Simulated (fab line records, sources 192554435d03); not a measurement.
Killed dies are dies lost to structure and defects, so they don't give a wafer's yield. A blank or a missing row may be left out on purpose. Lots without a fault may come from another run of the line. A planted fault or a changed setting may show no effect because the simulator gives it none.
Chamber matching | flow n5_finfet | N5_BEOL_M1_PECVD_72 on pecvd-03: 3 sister chambers
The step deposits SiO2 from TEOS/O2, target thk 16 nm, time 18 s. 3 wafers are shown with their chamber, then 12 later ones without.

WAFERS WITH THEIR CHAMBER
wafer  | chamber | throttle_valve_pct (%)
L089.4 | 0       | 21.4
L092.3 | 2       | 22.6
L092.4 | 1       | 23.9

WAFERS WITHOUT THEIR CHAMBER
wafer  | throttle_valve_pct (%)
L093.1 | 22.9
L093.3 | 22.8
L093.6 | 22.8
L094.1 | 23.0
L094.2 | 23.7
L094.3 | 23.7
L094.4 | 22.7
L094.5 | 24.1
L094.6 | 22.6
L097.1 | 23.8
L097.3 | 22.7
L097.5 | 23.0

WHICH CHAMBER EACH WENT THROUGH
wafer  | from the rows above | in truth
L093.1 | 2                   | 2
L093.3 | 2                   | 2
L093.6 | 2                   | 2
L094.1 | 2                   | 2
L094.2 | 1                   | 1
L094.3 | 1                   | 1
L094.4 | 2                   | 2
L094.5 | 1                   | 1
L094.6 | 2                   | 2
L097.1 | 1                   | 1
L097.3 | 2                   | 2
L097.5 | 2                   | 2
Placed correctly: 12 of 12. Can't be placed from these rows: 0. Placed wrongly: 0.
How it was worked out, from the rows above alone: a wafer's distance from a chamber is the root of the sum, over the readings, of the square of ((its reading less the chamber's mean) divided by the reading's scatter). The wafer belongs to the nearest chamber; if the next one is less than 2 further off, it can't be placed. A chamber's mean is the mean of its shown wafers. The scatter: with one shown wafer a chamber, the root of the mean of the squares of how far each hidden wafer lies from its nearest shown one.
